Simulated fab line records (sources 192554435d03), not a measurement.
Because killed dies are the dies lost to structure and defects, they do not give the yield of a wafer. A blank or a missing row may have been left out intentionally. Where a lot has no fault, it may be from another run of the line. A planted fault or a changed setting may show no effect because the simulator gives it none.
fab line records	flow n5Finfet
record: lots: 9	wafers: 27	lastDay: 17
route steps=1938 shown BEOL_M9@1417
lots untouched by any fault: they come from a run of this same line in which no faults occurred
startH: start of the lot's first displayed wafer, in hours after the record's first day	waitH: time in hours since the lot's previous step	" as in the row above	L1.1+2: a single row standing in for several wafers	- value missing, or start not given	* or withheld: withheld	< > ~ a bound
route shown NAME@n: NAME is a module with steps in the file, n the number in the route of the first one	usual: the fault-free wafers' mean and standard deviation	same: alike in all rows	chamber/n: place in a boat	sites: the reading at each site	_std_site: their standard deviation	_edge_site: the outer-site mean with the inner-site mean subtracted	radiusMm: how far each site lies from the wafer's centre	mask NAME#n: copy n	behind: the most recent tool/chamber to have shaped the wafer	hold: why the lot was held/for how many hours/how that ended	device: names the non-switching transistor (n, p or np)	end of line: tests of these same wafers at the route's end	a step with no rows: only its recipe	killed: dies lost to structure and defects at the first sort, not the wafer's yield	map: a wafer's dies, marking killed ones x, the rest . and places with no die _
set.NAME: the run value of the setting; set.NAME@STEP: its run value at that earlier step	model.NAME: the simulator's own value behind a step, which no gauge read
steps of the route over a sample of lots; a table a step, a row a wafer
services: the hour from which a tool's chamber was out of use, counted from the record's first day as startH (under 0 if before that day), plus the number of hours and why
== steps ==
step: N5_BEOL_M9_DESCUM_16
recipe: chemistry: O2	timeS: 7.9	sourcePowerW: 50	biasPowerW: 20	pressureMtorr: 20	rfFrequencyHz: 2.712e+07	tempC: 40	resist: CAR-ArF	o2FlowSccm: 225
usual: drypumpMotorCurrentA: 5.6/0.34	oesProductAu: 0.74/0.072	rfVppV: 243.3/1.2	showerheadPlenumPTorr: 2.11/0.051	throttleValvePct: 20.58/0.2
lot.wafer	tool	chamber	startH	waitH	drypumpMotorCurrentA	oesProductAu	rfHoursCounterH	rfVppV	showerheadPlenumPTorr	throttleValvePct
L793.1	rieDiel-05	0	217.26	0.0	5.8	0.72	199	244.7	2.19	20.74
L793.5	"	3	"	"	5.9	0.74	-	244.5	2.08	20.52
L793.6	"	2	"	"	5.3	0.71	-	243.8	2.09	20.44
L795.2	rieDiel-03	1	224.07	0.3	5.1	0.75	166	244.4	2.11	20.67
L795.5	"	2	"	"	5.1	0.98	-	242.8	2.14	20.05
L795.6	"	3	"	"	5.6	0.75	-	245.2	2.18	20.81
L797.2	rieDiel-05	2	247.75	0.0	5.2	0.71	196	244.9	2.09	20.44
L797.5	"	0	"	"	5.8	0.73	-	243.9	2.19	20.76
L797.6	"	1	"	"	5.5	0.70	-	242.6	2.08	20.61
L800.1	rieDiel-05	2	266.87	0.0	5.3	0.70	203	241.4	2.09	20.47
L800.2	"	3	"	"	5.8	0.72	189	240.7	2.08	20.56
L800.5	"	0	"	"	5.8	0.70	-	245.3	2.18	20.75
L803.2	rieDiel-05	3	281.78	0.0	5.8	0.72	193	245.2	2.08	20.55
L803.3	"	0	"	"	5.8	0.70	219	243.5	2.18	20.77
L803.5	"	0	"	"	5.8	0.70	-	244.6	2.18	20.75
L802.1	rieDiel-04	1	282.50	0.4	5.5	0.76	143	243.5	2.10	20.80
L802.5	"	0	"	"	6.1	0.71	-	243.3	2.07	20.53
L802.6	"	1	"	"	5.5	0.75	-	244.2	2.10	20.80
L810.1	rieDiel-03	0	326.13	0.0	5.5	0.82	100	241.7	2.03	20.51
L810.2	"	3	"	"	5.6	0.73	202	243.5	2.17	20.88
L810.3	"	1	"	"	5.1	0.73	195	241.4	2.10	20.71
L813.2	rieDiel-05	3	330.80	0.1	5.8	0.71	209	242.0	2.07	20.56
L813.3	"	1	"	"	5.6	0.68	228	243.4	2.07	20.64
L813.4	"	2	"	"	5.2	0.69	224	241.7	2.08	20.48
L812.2	rieDiel-05	2	347.19	0.4	5.3	0.68	229	244.4	2.08	20.50
L812.4	"	1	"	"	5.5	0.68	233	242.5	2.07	20.63
L812.5	"	1	"	"	5.5	0.68	-	242.6	2.07	20.64
step: N5_BEOL_M9_CD_MEAS_18
recipe: pitchNm: 140	targetCdNm: 70
usual: cdNm: 69.5/0.63
lot.wafer	tool	chamber	startH	waitH	cdNm
L793.1	cdSem-01	-	217.80	0.0	69.1
L793.5	"	-	"	"	69.0
L793.6	"	-	"	"	68.7
L795.2	cdSem-03	-	224.53	0.1	70.2
L795.5	"	-	"	"	70.0
L795.6	"	-	"	"	69.8
L797.2	cdSem-01	-	248.20	0.1	69.7
L797.5	"	-	"	"	69.6
L797.6	"	-	"	"	69.1
L800.1	cdSem-01	-	267.33	0.0	69.8
L800.2	"	-	"	"	69.8
L800.5	"	-	"	"	69.9
L803.2	cdSem-03	-	282.41	0.1	70.7
L803.3	"	-	"	"	69.6
L803.5	"	-	"	"	69.6
L802.1	cdSem-02	-	282.96	0.0	69.6
L802.5	"	-	"	"	69.6
L802.6	"	-	"	"	69.6
L810.1	cdSem-02	-	326.59	0.0	70.2
L810.2	"	-	"	"	68.4
L810.3	"	-	"	"	70.5
L813.2	cdSem-03	-	331.28	0.1	68.7
L813.3	"	-	"	"	70.3
L813.4	"	-	"	"	69.9
L812.2	cdSem-01	-	347.66	0.1	68.7
L812.4	"	-	"	"	68.5
L812.5	"	-	"	"	68.9
step: N5_BEOL_M9_VIA_ETCH_34
recipe: chemistry: C4F6/O2	target: SiCOH_lowk	targetDepthA: 1824	maskMaterial: SOC	taperDeg: 4	timeS: 68.4	ionEnergyEv: 250	pressureMtorr: 30	sourceW: 345	biasW: 185	Ar_flow_sccm: 300	C4F6_flow_sccm: 10	O2_flow_sccm: 10
usual: drypumpMotorCurrentA: 5.6/0.45	oes_f_703_au: 0.76/0.087	oes_o_777_au: 0.76/0.084	oesProductAu: 0.76/0.092	rfFwdPowerW: 342.3/1.3	rfVppV: 665/14	showerheadPlenumPTorr: 2.85/0.072	throttleValvePct: 20.96/0.19
lot.wafer	tool	chamber	startH	waitH	drypumpMotorCurrentA	oes_f_703_au	oes_o_777_au	oesProductAu	rfFwdPowerW	rfHoursCounterH	rfVppV	showerheadPlenumPTorr	throttleValvePct
L793.1	rieDiel-05	1	219.82	0.0	5.6	0.68	0.68	0.69	339.8	201	655	2.81	20.92
L793.5	"	2	"	"	5.3	0.71	0.74	0.72	340.3	-	647	2.83	20.81
L793.6	"	3	"	"	5.8	0.75	0.74	0.74	341.4	-	676	2.82	20.92
L795.2	rieDiel-05	2	228.14	0.0	5.2	0.72	0.73	0.71	341.9	190	648	2.83	20.84
L795.5	"	3	"	"	5.8	0.74	0.74	0.74	343.6	-	677	2.82	20.94
L795.6	"	0	"	"	5.8	0.72	0.73	0.71	343.9	-	675	2.93	21.00
L797.2	rieDiel-05	2	248.86	0.0	5.3	0.71	0.73	0.71	342.8	196	648	2.83	20.85
L797.5	"	0	"	"	5.8	0.71	0.72	0.71	342.2	-	673	2.93	21.01
L797.6	"	3	"	"	5.8	0.74	0.73	0.73	343.9	-	676	2.81	20.96
L800.1	rieDiel-03	2	268.09	0.0	5.1	0.90	0.90	0.92	339.3	18	670	2.91	20.58
L800.2	"	0	"	"	5.5	0.80	0.80	0.82	341.4	83	663	2.77	20.93
L800.5	"	1	"	"	5.1	0.73	0.76	0.73	345.1	-	678	2.83	20.96
L803.2	rieDiel-04	0	285.22	0.0	6.2	0.72	0.72	0.71	341.7	220	677	2.83	21.06
L803.3	"	2	"	"	6.5	0.97	0.96	0.98	341.6	3	680	3.04	20.57
L803.5	"	0	"	"	6.2	0.72	0.73	0.72	342.7	-	679	2.83	21.05
L802.1	rieDiel-04	0	285.65	0.0	6.2	0.72	0.73	0.72	342.3	220	679	2.83	21.06
L802.5	"	1	"	"	5.5	0.76	0.77	0.73	339.9	-	646	2.84	21.20
L802.6	"	0	"	"	6.2	0.72	0.72	0.73	340.2	-	678	2.83	21.07
L810.1	rieDiel-04	2	328.95	0.0	6.5	0.91	0.89	0.92	342.5	21	680	3.04	20.57
L810.2	"	1	"	"	5.5	0.75	0.75	0.74	342.7	160	645	2.83	21.24
L810.3	"	3	"	"	5.0	0.93	0.92	0.92	343.8	16	650	2.80	20.82
L813.2	rieDiel-04	1	336.01	0.0	5.5	0.75	0.75	0.73	340.7	161	646	2.83	21.23
L813.3	"	0	"	"	6.2	0.71	0.71	0.71	341.8	238	678	2.82	21.11
L813.4	"	2	"	"	6.5	0.91	0.90	0.91	343.4	23	680	3.03	20.58
L812.2	rieDiel-05	0	349.73	0.0	5.8	0.69	0.70	0.69	343.5	239	673	2.91	21.05
L812.4	"	2	"	"	5.3	0.70	0.71	0.68	343.0	229	646	2.81	20.90
L812.5	"	3	"	"	5.8	0.71	0.71	0.70	343.9	-	676	2.80	20.98
step: N5_BEOL_M9_TRENCH_ETCH_37
recipe: chemistry: C4F6/O2	targetDepthA: 1514.3	target: SiCOH_lowk	timeS: 49	ionEnergyEv: 250	pressureMtorr: 30	sourceW: 345	biasW: 185	Ar_flow_sccm: 300	C4F6_flow_sccm: 10	O2_flow_sccm: 10
usual: drypumpMotorCurrentA: 5.6/0.45	oes_f_703_au: 0.76/0.087	oes_o_777_au: 0.76/0.086	oesProductAu: 0.76/0.093	rfFwdPowerW: 341.5/1.4	rfVppV: 665/14	showerheadPlenumPTorr: 2.85/0.072	throttleValvePct: 20.98/0.19
lot.wafer	tool	chamber	startH	waitH	drypumpMotorCurrentA	oes_f_703_au	oes_o_777_au	oesProductAu	rfFwdPowerW	rfHoursCounterH	rfVppV	showerheadPlenumPTorr	throttleValvePct
L793.1	rieDiel-05	1	219.93	-	5.6	0.67	0.68	0.69	340.0	201	657	2.81	20.94
L793.5	"	2	"	"	5.2	0.73	0.73	0.72	342.1	-	647	2.83	20.84
L793.6	"	3	"	"	5.8	0.74	0.73	0.74	341.6	-	676	2.82	20.97
L795.2	rieDiel-05	2	228.24	-	5.2	0.72	0.73	0.72	342.7	190	648	2.83	20.85
L795.5	"	3	"	"	5.9	0.75	0.74	0.75	343.7	-	676	2.82	20.95
L795.6	"	0	"	"	5.8	0.72	0.72	0.71	343.6	-	674	2.93	21.02
L797.2	rieDiel-05	2	248.97	-	5.3	0.71	0.73	0.71	340.4	196	646	2.83	20.85
L797.5	"	0	"	"	5.8	0.72	0.72	0.71	342.2	-	673	2.93	21.03
L797.6	"	3	"	"	5.8	0.74	0.73	0.73	342.7	-	678	2.81	20.96
L800.1	rieDiel-03	2	268.19	-	5.1	0.90	0.90	0.92	341.7	18	669	2.91	20.62
L800.2	"	0	"	"	5.5	0.81	0.80	0.82	341.8	83	662	2.77	20.96
L800.5	"	1	"	"	5.1	0.73	0.76	0.73	341.4	-	677	2.83	21.00
L803.2	rieDiel-04	0	285.32	-	6.1	0.73	0.72	0.72	341.2	220	678	2.83	21.08
L803.3	"	2	"	"	6.5	0.96	0.95	0.98	340.6	4	681	3.04	20.58
L803.5	"	0	"	"	6.2	0.72	0.72	0.72	341.5	-	676	2.83	21.09
L802.1	rieDiel-04	0	285.75	-	6.1	0.72	0.72	0.72	342.2	220	676	2.83	21.10
L802.5	"	1	"	"	5.5	0.77	0.76	0.75	340.2	-	645	2.84	21.26
L802.6	"	0	"	"	6.1	0.72	0.72	0.72	341.0	-	677	2.83	21.10
L810.1	rieDiel-04	3	329.05	-	5.0	1.19	1.16	0.97	426.6	16	581	2.80	20.86
L810.2	"	1	"	"	5.5	0.97	0.93	0.78	423.2	160	580	2.83	21.29
L810.3	"	2	"	"	6.5	1.17	1.13	0.97	425.0	21	611	3.03	20.62
L813.2	rieDiel-04	1	336.12	-	5.5	0.97	0.94	0.77	421.1	161	577	2.83	21.26
L813.3	"	0	"	"	6.2	0.92	0.89	0.75	424.0	238	608	2.82	21.14
L813.4	"	2	"	"	6.5	1.16	1.12	0.95	426.4	23	610	3.03	20.64
L812.2	rieDiel-05	0	349.83	-	5.8	0.69	0.70	0.69	342.1	239	673	2.91	21.07
L812.4	"	2	"	"	5.3	0.69	0.71	0.68	342.0	229	647	2.81	20.92
L812.5	"	3	"	"	5.8	0.72	0.71	0.71	341.2	-	675	2.80	21.00
step: N5_BEOL_M9_OCD_MEAS_38
usual: trenchDepthNm: 150/3.6
lot.wafer	tool	chamber	startH	waitH	trenchDepthNm
L793.1	ocd-01	-	220.11	-	144
L793.5	"	-	"	"	147
L793.6	"	-	"	"	151
L795.2	ocd-01	-	228.42	-	149
L795.5	"	-	"	"	150
L795.6	"	-	"	"	151
L797.2	ocd-02	-	249.14	-	148
L797.5	"	-	"	"	150
L797.6	"	-	"	"	149
L800.1	ocd-02	-	268.36	-	154
L800.2	"	-	"	"	150
L800.5	"	-	"	"	150
L803.2	ocd-01	-	285.50	-	154
L803.3	"	-	"	"	154
L803.5	"	-	"	"	154
L802.1	ocd-02	-	285.92	-	155
L802.5	"	-	"	"	148
L802.6	"	-	"	"	156
L810.1	ocd-01	-	329.29	-	166
L810.2	"	-	"	"	161
L810.3	"	-	"	"	166
L813.2	ocd-02	-	336.29	-	159
L813.3	"	-	"	"	168
L813.4	"	-	"	"	165
L812.2	ocd-02	-	350.01	-	151
L812.4	"	-	"	"	149
L812.5	"	-	"	"	150
step: N5_BEOL_M9_THK_MEAS_53
recipe: thkMeasGauge: xrf	reads: Cu_of_BEOL_M9_ECD_50
usual: M9_THK: 138/3.9
lot.wafer	tool	chamber	startH	waitH	M9_THK[nm]
L793.1	filmMetro-02	-	223.99	-	131
L793.5	"	-	"	"	135
L793.6	"	-	"	"	138
L795.2	filmMetro-02	-	232.49	-	137
L795.5	"	-	"	"	137
L795.6	"	-	"	"	138
L797.2	filmMetro-02	-	252.58	-	135
L797.5	"	-	"	"	138
L797.6	"	-	"	"	136
L800.1	filmMetro-01	-	270.53	-	143
L800.2	"	-	"	"	140
L800.5	"	-	"	"	138
L803.2	filmMetro-01	-	289.26	-	138
L803.3	"	-	"	"	141
L803.5	"	-	"	"	140
L802.1	filmMetro-01	-	290.25	-	145
L802.5	"	-	"	"	136
L802.6	"	-	"	"	145
L810.1	filmMetro-01	-	333.10	-	154
L810.2	"	-	"	"	149
L810.3	"	-	"	"	152
L813.2	filmMetro-01	-	338.37	-	146
L813.3	"	-	"	"	154
L813.4	"	-	"	"	152
L812.2	filmMetro-01	-	354.03	-	139
L812.4	"	-	"	"	138
L812.5	"	-	"	"	138
step: N5_BEOL_M9_RS_MEAS_57
recipe: thkMeasGauge: four-point-probe	reads: Cu_of_BEOL_M9_ECD_50+Co_of_BEOL_M9_CVD_78+TaN_of_BEOL_M9_ALD_74
usual: M9_RS: 0.153/0.0047
lot.wafer	tool	chamber	startH	waitH	M9_RS[ohm/sq]
L793.1	filmMetro-01	-	224.16	0.1	0.162
L793.5	"	-	"	"	0.157
L793.6	"	-	"	"	0.153
L795.2	filmMetro-02	-	232.62	0.1	0.154
L795.5	"	-	"	"	0.154
L795.6	"	-	"	"	0.152
L797.2	filmMetro-01	-	252.72	0.1	0.156
L797.5	"	-	"	"	0.154
L797.6	"	-	"	"	0.156
L800.1	filmMetro-02	-	270.70	0.1	0.148
L800.2	"	-	"	"	0.151
L800.5	"	-	"	"	0.153
L803.2	filmMetro-01	-	289.39	0.1	0.152
L803.3	"	-	"	"	0.149
L803.5	"	-	"	"	0.150
L802.1	filmMetro-01	-	290.40	0.1	0.145
L802.5	"	-	"	"	0.156
L802.6	"	-	"	"	0.145
L810.1	filmMetro-01	-	333.24	0.1	0.135
L810.2	"	-	"	"	0.141
L810.3	"	-	"	"	0.137
L813.2	filmMetro-02	-	338.54	0.1	0.141
L813.3	"	-	"	"	0.134
L813.4	"	-	"	"	0.137
L812.2	filmMetro-02	-	354.17	0.1	0.151
L812.4	"	-	"	"	0.154
L812.5	"	-	"	"	0.152
== services ==
tool	chamber	startH	hours	kind
rieDiel-03	1	194.09	2.4	repair
rieDiel-04	3	230.43	-	clean
rieDiel-04	3	230.43	-	consumableReplace:focusRing
rieDiel-04	3	230.43	24.4	scheduledDown
rieDiel-04	3	230.43	24.4	ventCycle
rieDiel-03	1	238.76	4.5	repair
rieDiel-04	2	254.91	-	clean
rieDiel-04	2	254.91	-	consumableReplace:focusRing
rieDiel-04	2	254.91	-	consumableReplace:showerhead
rieDiel-04	2	254.91	16.8	scheduledDown
rieDiel-04	2	254.91	16.8	ventCycle
rieDiel-04	3	285.00	27.2	repair
rieDiel-04	0	322.48	6.7	repair
== key ==
firstSign: step: N5_BEOL_M9_TRENCH_ETCH_37	reading: rfFwdPowerW	direction: up	sigmas: 59	usual: *	struck: *
effect: step: N5_BEOL_M9_TRENCH_ETCH_37	reading: rfVppV	direction: down	sigmas: 5.1	usual: 665	struck: 595
effect: step: N5_BEOL_M9_OCD_MEAS_38	reading: trenchDepthNm	direction: up	sigmas: 3.8	usual: 150	struck: 164
effect: step: N5_BEOL_M9_THK_MEAS_53	reading: M9_THK	direction: up	sigmas: 3.3	usual: 138	struck: 151
effect: step: N5_BEOL_M9_RS_MEAS_57	reading: M9_RS	direction: down	sigmas: 3.3	usual: 0.153	struck: 0.137
metAt N5_BEOL_M9_TRENCH_ETCH_37
struckLots L810,L813
notActingAt N5_BEOL_M9_DESCUM_16,N5_BEOL_M9_CD_MEAS_18,N5_BEOL_M9_VIA_ETCH_34
onsetBetween 285.75 329.05
fault: kind: processParameterDrift	tool: rieDiel-04	chamber: -	onsetH: 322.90	steps: N5_BEOL_M9_TRENCH_ETCH_37	channel: sourceW	offset: 82.8	shape: step	endH: 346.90	actsIn: theseRecipesOnly	stated: 345
